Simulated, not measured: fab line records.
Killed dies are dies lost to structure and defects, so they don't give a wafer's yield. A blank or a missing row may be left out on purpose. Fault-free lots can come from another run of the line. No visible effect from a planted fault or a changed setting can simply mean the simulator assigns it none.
Lot-split experiment + flow n5 finfet + 21 wafers read across 7 lots, on a route 1938 steps long

## THE SPLIT ITSELF
At N5_BEOL_M4_EXPOSE_25 (exposes mask V3, defocus 5 nm), the setting dose mj was moved away from the recipe's 63 on 7 of the 21 wafers read, by -7.0% to +7.4%. All remaining wafers had this setting at the recipe value.

## FROM THE SPLIT TO THE READING: what the file shows between them, 2 steps
- N5_BEOL_M4_PEB_26: peb time 60 s
- N5_BEOL_M4_DEVELOP_27: develop time 30 s

## THE READING
cd nm, in nm, at N5_BEOL_M4_CD_MEAS_28 (target cd 26.2 nm, target cd y 24.1 nm). On this fab line, fault-free wafers typically give 26.20 nm with a standard deviation of 0.25 nm.

| wafer  | tool, chamber at the split | dose mj as run | against the recipe | cd nm, nm | against lot-mates on the recipe |
|--------|----------------------------|----------------|--------------------|-----------|---------------------------------|
| L074.3 | euv scanner-01, 0          | 64.2           | +1.9%              | 26.41     | +0.39                           |
| L074.4 | euv scanner-01, 0          | 63             | recipe             | 26.02     | -                               |
| L074.6 | euv scanner-01, 0          | 64.2           | +1.9%              | 26.39     | +0.37                           |
| L078.1 | euv scanner-02, 0          | 63             | recipe             | 26.31     | -                               |
| L078.2 | euv scanner-02, 0          | 67.69          | +7.4%              | 27.71     | +1.64                           |
| L078.4 | euv scanner-02, 0          | 63             | recipe             | 25.83     | -                               |
| L083.4 | euv scanner-01, 0          | 63             | recipe             | 26.44     | -                               |
| L083.5 | euv scanner-01, 0          | 61.43          | -2.5%              | 26.03     | -0.41                           |
| L083.6 | euv scanner-01, 0          | 61.43          | -2.5%              | 26.17     | -0.27                           |
| L087.2 | euv scanner-02, 0          | 63             | recipe             | 26.14     | -                               |
| L087.3 | euv scanner-02, 0          | 63             | recipe             | 25.69     | -                               |
| L087.6 | euv scanner-02, 0          | 63             | recipe             | 26.09     | -                               |
| L089.2 | euv scanner-02, 0          | 63             | recipe             | 26.57     | -                               |
| L089.3 | euv scanner-02, 0          | 63             | recipe             | 26.44     | -                               |
| L089.4 | euv scanner-02, 0          | 63             | recipe             | 25.91     | -                               |
| L091.2 | euv scanner-01, 0          | 63             | recipe             | 26.35     | -                               |
| L091.3 | euv scanner-01, 0          | 58.59          | -7.0%              | 24.34     | -1.70                           |
| L091.4 | euv scanner-01, 0          | 63             | recipe             | 25.73     | -                               |
| L096.1 | euv scanner-01, 0          | 64.64          | +2.6%              | 26.44     | +0.23                           |
| L096.4 | euv scanner-01, 0          | 63             | recipe             | 26.04     | -                               |
| L096.6 | euv scanner-01, 0          | 63             | recipe             | 26.38     | -                               |

THE FIT
A straight line over all 21 wafers: cd nm changes by +0.201 nm for each +1% of dose mj; r = +0.87; the points scatter about the line by 0.3 nm.
The same after taking each lot's own level away (the mean of its wafers on the recipe; 21 wafers): +0.213 nm for each +1%; r = +0.93; scatter 0.23 nm.
According to that fit, moving dose mj by its largest amount changes the reading by 1.6 nm.
Across the lots, their own levels run from 25.973 to 26.440 nm, a range of 1.9 times the standard deviation given above.
The two slopes are in agreement: the lot-to-lot level therefore moves the slope only a little.
Check: +1.52 nm against its lot-mates is what the line predicts for one of the wafers moved furthest among these (+7.4%) when that wafer is left out of the fit. It came out at +1.64 nm against them.

## THESE WAFERS: OTHER SPLITS
These wafers also went through other splits before the reading. Each is held against what the fit with the lots' levels taken away leaves over:
| other split on the same wafers | wafers away from the commonest value | r with cd nm (lot level and that fit taken away) |
|--------------------------------|--------------------------------------|--------------------------------------------------|
| N5_BEOL_M2_COAT_67 spin rpm    | 3                                    | +0.30                                            |
| N5_BEOL_M2_COAT_68 spin rpm    | 8                                    | -0.35                                            |
| N5_BEOL_M3_COAT_22 spin rpm    | 8                                    | -0.32                                            |

## FILE'S OWN FIT
cd nm changes by +0.218 nm for each +1% of dose mj, r = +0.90.
